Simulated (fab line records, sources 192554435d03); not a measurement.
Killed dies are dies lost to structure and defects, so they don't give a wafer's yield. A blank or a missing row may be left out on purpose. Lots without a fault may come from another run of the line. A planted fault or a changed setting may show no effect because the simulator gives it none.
Which tool did it? | flow n5_finfet | 12 lots, 36 wafers sampled, at 5 steps of a route of 1938

WHAT THE GAUGES READ, wafer by wafer
N5_BEOL_M1_CD_MEAS_11: target cd 17.05 nm.
lot  | measured     | on        | cd_nm (nm)
L075 | day 6 11:09  | cd_sem-01 | 16.58 16.62 16.91
L077 | day 6 14:54  | cd_sem-03 | 16.95 16.75 16.68
L079 | day 7 09:19  | cd_sem-01 | 16.88 17.14 17.83
L081 | day 7 22:02  | cd_sem-02 | 17.22 17.42 17.17
L083 | day 8 09:58  | cd_sem-03 | 16.98 16.87 17.06
L085 | day 8 23:40  | cd_sem-01 | 17.41 16.83 16.91
L087 | day 9 07:17  | cd_sem-03 | 17.07 17.53 17.08
L089 | day 9 20:11  | cd_sem-03 | 17.10 17.15 16.47
L091 | day 10 09:47 | cd_sem-03 | 17.03 17.09 17.06
L093 | day 10 14:18 | cd_sem-03 | 17.10 16.80 17.04
L095 | day 11 15:55 | cd_sem-03 | 17.41 17.11 16.91
L097 | day 11 23:09 | cd_sem-02 | 17.47 17.00 17.22

WHICH TOOL RAN EACH LOT (tool, then ch and the chambers of the sampled wafers, then the start)
lot  | N5_BEOL_M0_SAQP_MANDREL2_REMOVE_110 | N5_BEOL_M0_SAQP_CUT_ETCH_46        | N5_BEOL_M0_ANNEAL_117        | N5_BEOL_M0_ANNEAL_133
L075 | rie_si-01 ch 0,2, day 6 00:18       | rie_diel-01 ch 0,1,3, day 6 01:02  | pvd_sputter-01, day 6 07:56  | pvd_sputter-01, day 6 08:03
L077 | rie_si-01 ch 0,2, day 6 07:16       | rie_diel-06 ch 1,2, day 6 08:06    | pvd_sputter-02, day 6 11:59  | pvd_sputter-02, day 6 12:06
L079 | rie_si-01 ch 0,2, day 6 21:50       | rie_diel-05 ch 0,1,3, day 6 22:28  | pvd_sputter-02, day 7 05:15  | pvd_sputter-02, day 7 05:22
L081 | rie_si-05 ch 1,2,3, day 7 11:01     | rie_diel-01 ch 2,3, day 7 11:39    | pvd_sputter-03, day 7 17:28  | pvd_sputter-03, day 7 17:35
L083 | rie_si-06 ch 0,2,3, day 7 20:53     | rie_diel-01 ch 1,2,3, day 7 21:31  | pvd_sputter-03, day 8 05:58  | pvd_sputter-03, day 8 06:05
L085 | rie_si-05 ch 0,3, day 8 07:46       | rie_diel-01 ch 1,2,3, day 8 08:40  | pvd_sputter-02, day 8 17:28  | pvd_sputter-02, day 8 17:35
L087 | rie_si-05 ch 1,3, day 8 22:20       | rie_diel-06 ch 0,3, day 8 23:11    | pvd_sputter-03, day 9 04:40  | pvd_sputter-03, day 9 04:47
L089 | rie_si-06 ch 0,1,2, day 9 11:37     | rie_diel-06 ch 1,2,3, day 9 12:32  | pvd_sputter-03, day 9 17:23  | pvd_sputter-03, day 9 17:31
L091 | rie_si-01 ch 1,2, day 9 20:11       | rie_diel-01 ch 1,3, day 9 20:49    | pvd_sputter-02, day 10 05:31 | pvd_sputter-02, day 10 05:38
L093 | rie_si-06 ch 2,3, day 10 06:21      | rie_diel-01 ch 1,2,3, day 10 07:06 | pvd_sputter-01, day 10 11:29 | pvd_sputter-01, day 10 11:37
L095 | rie_si-01 ch 0,1,3, day 11 03:14    | rie_diel-06 ch 1,3, day 11 04:11   | pvd_sputter-02, day 11 11:23 | pvd_sputter-02, day 11 11:31
L097 | rie_si-05 ch 1,2,3, day 11 10:13    | rie_diel-01 ch 0,2,3, day 11 10:58 | pvd_sputter-01, day 11 17:53 | pvd_sputter-01, day 11 18:01
- N5_BEOL_M0_SAQP_MANDREL2_REMOVE_110: chemistry HBr/Cl2/O2, target a-Si, stops on SiCN, bt time 10 s.
- N5_BEOL_M0_SAQP_CUT_ETCH_46: etches SOC in N2/H2, target depth 135 nm, overetch 27 nm, time 202.5 s.
- N5_BEOL_M0_ANNEAL_117: time 60 s.
- N5_BEOL_M0_ANNEAL_133: time 60 s.

THE ANSWER, worked out from the rows above alone
Rule: what is usual is taken from the lots themselves. Put in order of their means at a reading, lots are off if they are a third of the lots or fewer, leave a main group of 4 or more, and stand apart from it by a gap of 3 or more times the standard deviation of the main group's means; of several such gaps the widest counts. A main group whose means are all the same, to the digits that the tables above print for the reading, isn't used. A lot without any number at a reading at which 4 lots or more have one is off too. The other lots that the step has rows for count as sound.
No lot is off at any reading shown: from this, nothing can be told.

WHAT THE SIMULATOR HAD PUT IN
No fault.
